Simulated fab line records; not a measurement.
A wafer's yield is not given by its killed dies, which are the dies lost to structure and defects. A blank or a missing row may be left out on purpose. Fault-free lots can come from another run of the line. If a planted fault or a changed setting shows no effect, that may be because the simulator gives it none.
fab line records | flow nand_harc
[record] lots = 12 wafers = 36 last_day = 34
route steps=1302 shown P_BONDPAD@367 A_ZERO_WELL@398 END@1302
lots that met no fault: from a run of the same line without faults
start_h: hours from the record's opening day to when the first of the lot's shown wafers began | wait_h: hours from the lot's prior step to this one | " unchanged from the row above | L1.1+2: several wafers, shown together as one row | - either no value or no given start | * or withheld: withheld | < > ~ a bound
route shown NAME@n: names a module that has steps shown in the file, with the first one's number in the route | usual: the fault-free wafers' mean and standard deviation | same: alike in all rows | chamber/n: place in a boat | sites: each site's reading | _std_site: the standard deviation of these | _edge_site: the outer-site mean with the inner-site mean subtracted | radius_mm: for every site, how far away it sits from the centre of the wafer | mask NAME#n: copy n | behind: tool/chamber where the wafer was last shaped | hold: what put the lot on hold/how long, in hours/how the hold closed | device: the n, p or np transistor that did not switch | end of line: at the end of the route, the tests of the same wafers | a step given without rows: its recipe and nothing more | killed: dies that structure and defects cost at the first sort, which is not the same as the wafer's yield | map: the dies of a wafer, with x for killed, . for not killed, _ for no die there
set.NAME: the setting that was run; set.NAME@STEP: the one run at that earlier step | model.NAME: the simulator's own value behind a step, which no gauge read
route steps across a sampled set of lots; one table per step, one row per wafer
services: a tool's chamber out of use, with start hour (start_h, from the record's first day; less than 0 if before it), hours out, and reason
[[steps]]
[step NHARC_P_BONDPAD_DESCUM_11]
[recipe] time_s = 3 o2_flow_sccm = 200 ar_flow_sccm = 0 bias_power_w = 0 chemistry = O2
[usual] drypump_motor_current_A = 5.7/0.54 oes_product_au = 0.999/0.012 rf_vpp_V = 57.7/0.91 showerhead_plenum_p_Torr = 1.88/0.084 throttle_valve_pct = 11.312/0.0085
[same] bias_power_w = 0 time_s = 3
// columns lot.wafer tool chamber start_h wait_h drypump_motor_current_A oes_product_au rf_hours_counter_h rf_vpp_V showerhead_plenum_p_Torr throttle_valve_pct
L366.1 rie_diel-08 2 137.74 - 5.5 1.019 7.5 57.8 1.81 11.310
L366.5 " 1 " " 5.0 1.000 - 59.1 1.89 11.309
L366.6 " 2 " " 5.5 1.011 - 56.8 1.81 11.315
L368.4 rie_diel-11 0 155.83 - 5.7 0.989 2.2 57.7 1.87 11.313
L368.2 " 1 " " 6.5 0.987 2.2 58.9 2.05 11.316
L368.5 " 1 " " 6.5 0.984 - 59.1 2.05 11.321
L369.3 rie_diel-08 1 170.26 - 5.0 1.005 9.9 57.8 1.89 11.315
L369.1 " 2 " " 5.5 1.004 9.3 56.9 1.81 11.316
L369.6 " 1 " " 5.0 0.998 - 58.0 1.89 11.321
L370.3 rie_diel-09 0 176.51 - 5.6 0.986 0.7 57.3 1.84 11.324
L370.4 " 1 " " 5.8 1.004 1.1 56.9 1.78 11.303
L370.6 " 0 " " 5.7 0.993 - 59.0 1.84 11.313
L371.4 rie_diel-11 2 190.84 - 5.2 0.996 3.2 56.5 1.81 11.298
L371.2 " 0 " " 5.7 0.992 3.1 58.3 1.87 11.309
L371.6 " 1 " " 6.5 0.982 - 57.8 2.05 11.321
L372.3 rie_diel-11 0 192.69 - 5.7 0.988 3.2 58.0 1.87 11.322
L372.4 " 1 " " 6.5 0.985 3.3 59.7 2.05 11.325
L372.5 " 0 " " 5.7 0.995 - 57.4 1.87 11.315
L378.3 rie_diel-09 2 260.39 - 5.0 1.008 7.8 58.9 1.86 11.304
L378.4 " 1 " " 5.8 1.002 - 57.3 1.78 11.318
L378.5 " 2 " " 5.0 1.008 - 57.1 1.86 11.316
L379.2 rie_diel-11 1 279.28 - 6.5 0.997 0.7 56.8 2.05 11.305
L379.1 " 3 " " 6.2 0.996 1.0 57.6 1.86 11.311
L379.5 " 1 " " 6.5 0.998 - 59.3 2.05 11.301
L382.1 rie_diel-11 3 291.45 - 6.2 1.012 1.2 57.9 1.86 11.311
L382.3 " 0 " " 5.7 1.015 1.1 57.7 1.86 11.304
L382.6 " 3 " " 6.2 1.013 - 57.7 1.86 11.308
L385.1 rie_diel-11 2 326.78 - 5.2 0.997 2.1 57.1 1.80 11.315
L385.3 " 0 " " 5.7 0.996 2.0 57.8 1.86 11.316
L385.6 " 2 " " 5.2 0.996 - 56.1 1.80 11.316
L386.1 rie_diel-08 0 337.56 - 5.6 1.019 7.9 58.4 1.85 11.313
L386.4 " 1 " " 5.0 1.027 7.4 58.5 1.89 11.319
L386.5 " 1 " " 5.0 1.011 - 58.3 1.89 11.317
L389.1 rie_diel-11 2 368.54 - 5.2 0.993 3.0 57.4 1.80 11.314
L389.3 " 0 " " 5.7 0.998 2.7 55.2 1.86 11.307
L389.5 " 2 " " 5.2 0.986 - 56.1 1.80 11.304
[step NHARC_P_BONDPAD_CMP_19]
[recipe] t_overpolish_s = 30 cu_recess_touch_s = 16 target_thk_nm = 160.81
[usual] motor_current_A = 12.1/1.5 overpolish_run_s = 30.000/0.0085 pad_life_wafers = 210/120 slurry_filter_dp_kPa = 13.49/0.14
// columns lot.wafer tool chamber start_h wait_h motor_current_A overpolish_run_s pad_life_wafers slurry_filter_dp_kPa
L366.1 cmp-01 1 139.81 - 11.1 29.993 338 13.56
L366.5 " 3 " " 13.7 30.008 - 13.73
L366.6 " 0 " " 11.1 30.010 - 13.38
L368.2 cmp-01 1 157.85 - 11.1 29.999 42 13.50
L368.4 " 3 " " 13.0 29.983 44 13.74
L368.5 " 1 " " 11.8 29.992 - 13.44
L369.1 cmp-04 0 172.27 - 14.7 29.997 246 13.44
L369.3 " 3 " " 11.9 29.995 249 13.52
L369.6 " 1 " " 12.9 29.992 - 13.29
L370.3 cmp-03 2 178.95 - 10.1 30.002 66 13.48
L370.4 " 0 " " 11.0 29.994 68 13.45
L370.6 " 2 " " 10.0 29.999 - 13.35
L371.4 cmp-04 1 192.85 - 13.2 30.003 330 13.28
L371.2 " 2 " " 10.9 30.008 331 13.45
L371.6 " 2 " " 11.1 29.998 - 13.57
L372.3 cmp-04 1 194.76 - 13.2 29.992 338 13.53
L372.4 " 2 " " 11.4 30.001 339 13.65
L372.5 " 0 " " 14.6 30.006 - 13.31
L378.3 cmp-04 3 262.52 - 11.6 29.994 247 13.53
L378.4 " 0 " " 14.9 30.001 248 13.44
L378.5 " 3 " " 11.6 29.997 - 13.48
L379.1 cmp-03 3 281.38 - 11.7 30.000 79 13.94
L379.2 " 0 " " 11.5 29.990 80 13.39
L379.5 " 3 " " 11.9 30.005 - 13.34
L382.1 cmp-03 0 293.49 - 10.8 30.006 145 13.59
L382.3 " 1 " " 11.6 30.000 146 13.72
L382.6 " 3 " " 11.8 30.012 - 13.53
L385.3 cmp-04 1 328.82 - 14.1 30.005 61 13.28
L385.1 " 2 " " 11.5 29.999 62 13.54
L385.6 " 0 " " 15.4 30.005 - 13.49
L386.1 cmp-04 1 339.64 - 13.7 29.990 110 13.32
L386.4 " 2 " " 10.6 29.994 111 13.47
L386.5 " 0 " " 13.9 29.998 - 13.52
L389.3 cmp-04 0 370.64 - 14.2 29.987 240 13.45
L389.1 " 2 " " 11.1 29.992 242 13.65
L389.5 " 0 " " 15.4 29.986 - 13.59
[step NHARC_A_ZERO_WELL_EXPOSE_07]
[recipe] na = 0.55 dose_mj = 33.85 mask_id = A_ZERO
[usual] exposure_dose_mJ_cm2 = 33.82/0.033 stage_vel_mm_s = 500.01/0.3
// columns lot.wafer tool chamber start_h wait_h mask exposure_dose_mJ_cm2 stage_vel_mm_s
L366.1 krf_scanner-04 0 141.45 - A_ZERO#0 33.89 500.16
L366.5 " 0 " " A_ZERO#0 33.88 500.39
L366.6 " 0 " " A_ZERO#0 33.86 499.74
L368.2 krf_scanner-02 0 159.58 - A_ZERO#0 33.77 499.79
L368.4 " 0 " " A_ZERO#0 33.81 499.64
L368.5 " 0 " " A_ZERO#0 33.80 499.72
L369.1 krf_scanner-04 0 173.98 - A_ZERO#0 33.80 499.95
L369.3 " 0 " " A_ZERO#0 33.84 500.04
L369.6 " 0 " " A_ZERO#0 33.86 500.17
L370.3 krf_scanner-02 0 180.65 - A_ZERO#0 33.87 499.43
L370.4 " 0 " " A_ZERO#0 33.85 499.51
L370.6 " 0 " " A_ZERO#0 33.82 499.96
L371.2 krf_scanner-04 0 194.57 - A_ZERO#0 33.90 499.69
L371.4 " 0 " " A_ZERO#0 33.88 500.36
L371.6 " 0 " " A_ZERO#0 33.82 499.85
L372.3 krf_scanner-03 0 196.39 - A_ZERO#0 33.81 499.86
L372.4 " 0 " " A_ZERO#0 33.83 500.60
L372.5 " 0 " " A_ZERO#0 33.80 499.92
L378.3 krf_scanner-04 0 264.21 - A_ZERO#0 26.05 499.93
L378.4 " 0 " " A_ZERO#0 26.00 500.11
L378.5 " 0 " " A_ZERO#0 26.04 500.25
L379.1 krf_scanner-04 0 283.06 - A_ZERO#0 27.57 500.00
L379.2 " 0 " " A_ZERO#0 27.56 500.32
L379.5 " 0 " " A_ZERO#0 27.60 500.23
L382.1 krf_scanner-02 0 295.19 - A_ZERO#0 33.85 499.86
L382.3 " 0 " " A_ZERO#0 33.82 499.97
L382.6 " 0 " " A_ZERO#0 33.82 500.18
L385.1 krf_scanner-02 0 330.50 - A_ZERO#0 33.85 500.62
L385.3 " 0 " " A_ZERO#0 33.80 500.35
L385.6 " 0 " " A_ZERO#0 33.82 500.05
L386.1 krf_scanner-03 0 341.28 - A_ZERO#0 33.78 500.69
L386.4 " 0 " " A_ZERO#0 33.81 500.50
L386.5 " 0 " " A_ZERO#0 33.77 500.48
L389.1 krf_scanner-03 0 372.33 - A_ZERO#0 33.75 499.68
L389.3 " 0 " " A_ZERO#0 33.75 499.58
L389.5 " 0 " " A_ZERO#0 33.76 499.50
[step NHARC_A_ZERO_WELL_INSPECT_17]
[usual] raw_defect_count = 9/4.7
// columns lot.wafer tool chamber start_h wait_h raw_defect_count
L366.1 defect_inspect-02 - 143.10 0.2 8
L366.5 " - " " 6
L366.6 " - " " 5
L368.2 defect_inspect-01 - 161.19 0.1 5
L368.4 " - " " 3
L368.5 " - " " 13
L369.1 defect_inspect-02 - 175.61 0.2 14
L369.3 " - " " 5
L369.6 " - " " 8
L370.3 defect_inspect-01 - 182.26 0.1 10
L370.4 " - " " 13
L370.6 " - " " 19
L371.2 defect_inspect-02 - 196.17 0.1 4
L371.4 " - " " 7
L371.6 " - " " 19
L372.3 defect_inspect-02 - 198.00 0.1 7
L372.4 " - " " 14
L372.5 " - " " 13
L378.3 defect_inspect-02 - 265.83 0.1 10
L378.4 " - " " 12
L378.5 " - " " 11
L379.1 defect_inspect-01 - 284.72 0.2 4
L379.2 " - " " 7
L379.5 " - " " 8
L382.1 defect_inspect-01 - 296.80 0.2 19
L382.3 " - " " 13
L382.6 " - " " 15
L385.1 defect_inspect-02 - 332.10 0.2 20
L385.3 " - " " 7
L385.6 " - " " 4
L386.1 defect_inspect-02 - 342.89 0.2 6
L386.4 " - " " 6
L386.5 " - " " 8
L389.1 defect_inspect-02 - 374.04 0.2 8
L389.3 " - " " 8
L389.5 " - " " 8
[step NHARC_END_SORT_01]
[recipe] temp_c = 25
[usual] killed_at_array = 57/21 killed_at_other = 0.9/1.2 killed_at_periphery = 4.2/2.9 killed_dies = 62/21 killed_open = 3.2/1.8 killed_short = 2.4/1.5
[same] gross_dies = 677
// columns lot.wafer tool chamber start_h wait_h killed_at_array killed_at_other killed_at_periphery killed_dies killed_open killed_short
L379.1 prober-01 0 697.59 2.5 23 0 1 24 1 0
L379.2 prober-01 0 698.40 2.8 23 0 4 27 4 0
L379.5 prober-01 0 700.83 3.7 27 0 2 29 7 1
// killed by level:class
L379.1 A_CHANNEL_HOLE_D1:chamber_film_flake=9 A_CONTACT:chamber_film_flake=5 A_STAIRCASE:chamber_film_flake=2 A_SLIT:chamber_film_flake=2 A_CHANNEL_FILL_D1:geometric_particle:open=1 P_GATE:chamber_film_flake=1 A_ZERO_WELL:chamber_film_flake=1 A_CHANNEL_FILL_D1:chamber_film_flake=1
L379.2 A_CHANNEL_HOLE_D1:chamber_film_flake=6 A_SLIT:chamber_film_flake=4 A_CONTACT:chamber_film_flake=4 A_STAIRCASE:chamber_film_flake=3 P_GATE:chamber_film_flake=2 A_CHANNEL_FILL_D1:chamber_film_flake=2 A_ONON_D2:geometric_particle:open=1 A_CHANNEL_HOLE_D2:geometric_particle:open=1
L379.5 A_CHANNEL_HOLE_D1:chamber_film_flake=7 A_SLIT:chamber_film_flake=5 A_STAIRCASE:chamber_film_flake=4 A_CHANNEL_HOLE_D2:geometric_particle:open=2 P_STI:chamber_film_flake=2 A_ONON_D1:geometric_particle:open=1 A_ONON_D1:geometric_particle:short=1 A_CHANNEL_FILL_D1:geometric_particle:open=1
[[services]]
// columns tool chamber start_h hours kind
krf_scanner-04 - 122.83 1.7 repair
rie_diel-08 0 125.06 8.9 repair
krf_scanner-02 - 135.22 5.5 repair
cmp-04 - 147.12 2.0 repair
rie_diel-08 2 155.93 4.1 repair
cmp-03 - 163.44 4.0 pm
krf_scanner-04 - 182.00 4.0 pm
cmp-04 - 209.00 4.0 pm
rie_diel-11 - 233.41 13.8 repair
rie_diel-11 - 255.50 9.0 pm
rie_diel-11 2 265.89 8.0 repair
krf_scanner-02 - 266.00 4.0 pm
cmp-04 - 270.01 2.3 repair
krf_scanner-04 - 298.16 2.2 repair
cmp-04 - 307.08 4.0 pm
cmp-04 - 313.79 2.9 repair
krf_scanner-04 - 314.50 0.8 repair
rie_diel-11 1 317.03 6.1 repair
rie_diel-11 0 334.54 5.6 repair
krf_scanner-02 - 342.61 7.4 repair
krf_scanner-04 - 354.00 4.0 pm
rie_diel-11 3 365.92 7.0 repair
cmp-04 - 368.86 1.1 repair
rie_diel-11 0 372.33 7.4 repair
[[key]]
[first_sign] step = NHARC_A_ZERO_WELL_EXPOSE_07 reading = exposure_dose_mJ_cm2 direction = down sigmas = 99+ usual = 33.82 struck = 26.80
effect none on later readings
met_at NHARC_A_ZERO_WELL_EXPOSE_07
struck_lots L378,L379
tester_left_out L378,L379
[loop_trim] step = NHARC_A_ZERO_WELL_EXPOSE_07 setting = dose lots = L379
not_acting_at NHARC_P_BONDPAD_DESCUM_11,NHARC_P_BONDPAD_CMP_19,NHARC_A_ZERO_WELL_INSPECT_17
onset_between 194.57 264.21
[fault] kind = process_parameter_drift tool = krf_scanner-04 chamber = - onset_h = 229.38 steps = NHARC_A_ZERO_WELL_EXPOSE_07 channel = dose_mj offset = -7.8049 shape = step acts_in = these_recipes_only stated = 33.85
// tester_left_out: of these lots the tester's yield and bins aren't shown, on N5 and GAA mostly nor the transistor test; their killed dies are dies lost to structure and defects alone, not to doping, threshold or leakage, so they don't give the yield
// loop_trim: a control loop set the setting to another value than it would have without faults
